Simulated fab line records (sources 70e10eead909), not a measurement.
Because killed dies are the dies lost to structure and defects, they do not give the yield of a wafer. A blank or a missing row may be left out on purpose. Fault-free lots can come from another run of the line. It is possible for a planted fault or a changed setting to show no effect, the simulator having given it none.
Which of the tools did it? / flow nand-harc / 24 lots, 72 wafers sampled, at 2 steps of a route of 1159

WHAT EACH GAUGE READ, for each wafer
NHARC_P_GATE_INSPECT_28.
lot=L074; measured=day 4 17:30; on=defect-inspect-02; raw-defect-count=6 7 7
lot=L075; measured=day 5 01:56; on=defect-inspect-01; raw-defect-count=5 5 2
lot=L076; measured=day 5 02:32; on=defect-inspect-01; raw-defect-count=6 9 9
lot=L077; measured=day 5 11:05; on=defect-inspect-02; raw-defect-count=6 6 9
lot=L078; measured=day 5 19:46; on=defect-inspect-02; raw-defect-count=9 4 5
lot=L081; measured=day 6 07:53; on=defect-inspect-02; raw-defect-count=7 2 1
lot=L079; measured=day 6 08:20; on=defect-inspect-02; raw-defect-count=5 2 4
lot=L080; measured=day 6 08:32; on=defect-inspect-02; raw-defect-count=10 9 4
lot=L082; measured=day 6 17:44; on=defect-inspect-01; raw-defect-count=3 5 3
lot=L083; measured=day 6 21:58; on=defect-inspect-02; raw-defect-count=17 6 11
lot=L084; measured=day 6 22:14; on=defect-inspect-02; raw-defect-count=8 3 6
lot=L087; measured=day 7 22:59; on=defect-inspect-02; raw-defect-count=9 12 6
lot=L086; measured=day 7 23:11; on=defect-inspect-01; raw-defect-count=11 1 8
lot=L085; measured=day 7 23:28; on=defect-inspect-02; raw-defect-count=8 7 4
lot=L088; measured=day 8 08:52; on=defect-inspect-01; raw-defect-count=7 9 2
lot=L090; measured=day 8 15:26; on=defect-inspect-02; raw-defect-count=2 8 10
lot=L089; measured=day 8 15:53; on=defect-inspect-01; raw-defect-count=4 10 7
lot=L091; measured=day 9 00:23; on=defect-inspect-02; raw-defect-count=5 2 7
lot=L094; measured=day 9 07:03; on=defect-inspect-01; raw-defect-count=7 11 17
lot=L093; measured=day 9 07:12; on=defect-inspect-01; raw-defect-count=2 5 8
lot=L092; measured=day 9 07:21; on=defect-inspect-01; raw-defect-count=11 6 3
lot=L095; measured=day 10 01:12; on=defect-inspect-02; raw-defect-count=6 5 4
lot=L096; measured=day 10 01:22; on=defect-inspect-01; raw-defect-count=6 6 9
lot=L097; measured=day 10 12:20; on=defect-inspect-01; raw-defect-count=7 8 7

NHARC_P_GATE_INSPECT_68.
lot=L074; measured=day 5 12:08; on=defect-inspect-01; raw-defect-count=268 200 248
lot=L075; measured=day 5 22:26; on=defect-inspect-01; raw-defect-count=232 191 160
lot=L076; measured=day 5 22:36; on=defect-inspect-01; raw-defect-count=131 166 207
lot=L077; measured=day 6 05:29; on=defect-inspect-01; raw-defect-count=238 186 444
lot=L078; measured=day 6 14:01; on=defect-inspect-01; raw-defect-count=116 171 108
lot=L081; measured=day 7 02:20; on=defect-inspect-02; raw-defect-count=130 129 91
lot=L079; measured=day 7 05:10; on=defect-inspect-01; raw-defect-count=200 145 253
lot=L080; measured=day 7 03:34; on=defect-inspect-02; raw-defect-count=159 163 131
lot=L082; measured=day 7 12:05; on=defect-inspect-01; raw-defect-count=168 190 188
lot=L083; measured=day 7 16:30; on=defect-inspect-02; raw-defect-count=159 225 183
lot=L084; measured=day 7 17:16; on=defect-inspect-01; raw-defect-count=118 191 178
lot=L087; measured=day 8 18:08; on=defect-inspect-02; raw-defect-count=153 125 225
lot=L086; measured=day 8 19:04; on=defect-inspect-02; raw-defect-count=91 183 231
lot=L085; measured=day 9 00:29; on=defect-inspect-02; raw-defect-count=207 204 163
lot=L088; measured=day 9 04:49; on=defect-inspect-02; raw-defect-count=175 119 121
lot=L090; measured=day 9 10:05; on=defect-inspect-01; raw-defect-count=151 135 145
lot=L089; measured=day 9 10:43; on=defect-inspect-02; raw-defect-count=144 146 191
lot=L091; measured=day 9 19:52; on=defect-inspect-02; raw-defect-count=139 156 133
lot=L094; measured=day 10 02:02; on=defect-inspect-01; raw-defect-count=218 136 166
lot=L093; measured=day 10 03:34; on=defect-inspect-02; raw-defect-count=131 201 145
lot=L092; measured=day 10 08:37; on=defect-inspect-01; raw-defect-count=357 303 249
lot=L095; measured=day 10 19:53; on=defect-inspect-02; raw-defect-count=274 156 251
lot=L096; measured=day 10 20:14; on=defect-inspect-01; raw-defect-count=275 215 198
lot=L097; measured=day 11 08:45; on=defect-inspect-01; raw-defect-count=201 182 205

WHICH TOOL RAN EACH LOT (tool, then ch and the chambers of the sampled wafers, then the start)
No process step before these readings appears in the record.

WHAT THE TOOLS THEMSELVES READ (means of the sampled wafers that have a number; where no wafer has one, the mark that the record gives instead)
The record holds no such reading with a usual standard deviation.

THE ANSWER, worked out from the rows above alone
Rule: the usual values come from the lots themselves. The widest of any qualifying gaps counts: lots, ordered by their means at a reading, are off when they make up no more than a third of the lots, leave a main group of 4 or more, and stand apart from it by 3 or more times the standard deviation of that group's means. A main group whose means are all the same, to the digits that the tables above print for the reading, isn't used. A lot without any number at a reading at which 4 lots or more have one is off too. All remaining lots with rows at the step are treated as sound. After the gauges, taken in route order, come the tools' own readings; for these a lot's mean is taken, as printed above. The first step at which some lot is off is used, and at that step the reading that is off furthest; a lot without a number counts as furthest.
No lot is off at any reading shown: from this, nothing can be told.

WHAT THE SIMULATOR HAD INSERTED
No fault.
